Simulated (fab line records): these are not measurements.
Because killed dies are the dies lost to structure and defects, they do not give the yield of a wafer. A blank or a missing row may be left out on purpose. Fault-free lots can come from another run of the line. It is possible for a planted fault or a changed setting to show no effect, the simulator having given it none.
One fault through the eyes of 2 desks / flow n5_finfet / every desk sees just its own numbers, and what lay behind them comes last

## FOR THE TOOL OWNER'S DESK: rie_diel-01
The tool's own readings at N5_HKMG_FIN_ETCH_54 (etches SiARC in CF4, target depth 45.5 nm, time 75.8 s): means of the sampled wafers that have a number, for each lot that ran on this tool. If a lot's mean is further than 4 standard deviations from the usual mean, the lot is out of limits and carries the mark OUT (the distance appears in the brackets). Of its 8 readings 7 are shown: the one that was out of limits first, and those that lie furthest out on some lot.
Columns: A = cf4_flow_sccm at N5_HKMG_FIN_ETCH_54, usual 100.04 sccm; B = drypump_motor_current_A at N5_HKMG_FIN_ETCH_54, usual 5.8 A; C = etch_rf_on_time_s at N5_HKMG_FIN_ETCH_54, usual 74.2 s; D = oes_product_au at N5_HKMG_FIN_ETCH_54, usual 0.69 a.u.; E = rf_fwd_power_W at N5_HKMG_FIN_ETCH_54, usual 537.9 W; F = rf_vpp_V at N5_HKMG_FIN_ETCH_54, usual 184.2 V; G = showerhead_plenum_p_Torr at N5_HKMG_FIN_ETCH_54, usual 2.15 Torr
lot=L753; first seen here=day 4 23:07; A=100.05; B=6.1; C=75.4; D=0.68; E=538.2; F=185.5; G=2.21
lot=L754; first seen here=day 5 08:10; A=99.99; B=5.7; C=75.6; D=0.66; E=538.4; F=184.5; G=2.15
lot=L756; first seen here=day 5 14:23; A=99.77; B=6.2; C=76.6; D=0.62; E=535.8; F=184.4; G=2.20
lot=L764; first seen here=day 7 18:13; A=100.11; B=6.2; C=55.7 (-8.0) OUT; D=0.89; E=753.0 (+94) OUT; F=166.2 (-16) OUT; G=2.18
lot=L766; first seen here=day 8 02:51; A=100.07; B=6.0; C=67.3; D=0.74; E=646.5 (+47) OUT; F=175.1 (-8.2) OUT; G=2.20
This desk's finding: out of limits on L764, L766; first on L764, day 7 18:13 (etch_rf_on_time_s at N5_HKMG_FIN_ETCH_54). L753, L754, L756: within limits.

## AT THE METROLOGY DESK
Lot by lot, what the gauges showed, no matter which tool ran the lot: averages of those sampled wafers that carry a number. If a lot's mean is further than 4 standard deviations from the usual mean, the lot is out of limits and carries the mark OUT (the distance appears in the brackets). Of its 10 readings 7 are shown: those that lie furthest out on some lot.
Columns: A = DIBL_P at N5_BEOL_M4_RC_MEAS_101, usual 34.8 mV/V; B = IOFF_P at N5_BEOL_M4_RC_MEAS_101, usual 0.19 nA/um; C = ION_N at N5_BEOL_M4_RC_MEAS_101, usual 677 uA/um; D = ION_P at N5_BEOL_M4_RC_MEAS_101, usual 462 uA/um; E = SS_P at N5_BEOL_M4_RC_MEAS_101, usual 72.9 mV/dec; F = VT_N at N5_BEOL_M4_RC_MEAS_101, usual 250 mV; G = VT_P at N5_BEOL_M4_RC_MEAS_101, usual -251 mV
lot=L753; first seen here=day 9 06:27; A=34.0; B=0.17; C=680; D=463; E=72.1; F=251; G=-255
lot=L754; first seen here=day 9 08:56; A=34.9; B=0.20; C=680; D=461; E=73.5; F=248; G=-249
lot=L756; first seen here=day 9 10:58; A=34.0; B=0.16; C=667; D=454; E=72.6; F=251; G=-256
lot=L764; first seen here=day 11 15:32; A=33.0; B=0.17; C=652; D=453; E=72.3; F=256; G=-251
lot=L766; first seen here=day 12 14:50; A=37.0; B=0.22; C=670; D=464; E=73.3; F=250; G=-248
lot=L770; first seen here=day 13 15:20; A=35.7; B=0.17; C=678; D=454; E=73.5; F=251; G=-256
lot=L773; first seen here=day 14 14:02; A=38.0; B=0.23; C=700; D=473; E=73.5; F=245; G=-249
lot=L772; first seen here=day 14 15:19; A=34.5; B=0.22; C=679; D=471; E=72.6; F=252; G=-245
Result from this desk: across the 8 lots, nothing is out of limits.

## TAKEN TOGETHER
The tool owner's desk could have raised an alarm at day 7 18:13, on L764, L766.
From the metrology desk's view, nothing was out of limits.
The metrology desk holds a record of L764, L766, inside its limits.
All the named lots went through N5_HKMG_FIN_ETCH_54 on rie_diel-01.

## WHAT THE SIMULATOR PUT IN
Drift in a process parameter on rie_diel-01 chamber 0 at N5_HKMG_FIN_ETCH_54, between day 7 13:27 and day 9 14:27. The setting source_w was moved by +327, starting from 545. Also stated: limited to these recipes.
Lots struck among those shown: L764, L766.
Time in hours from fault onset to the first out-of-limits reading at each desk: the tool owner's desk, 5.
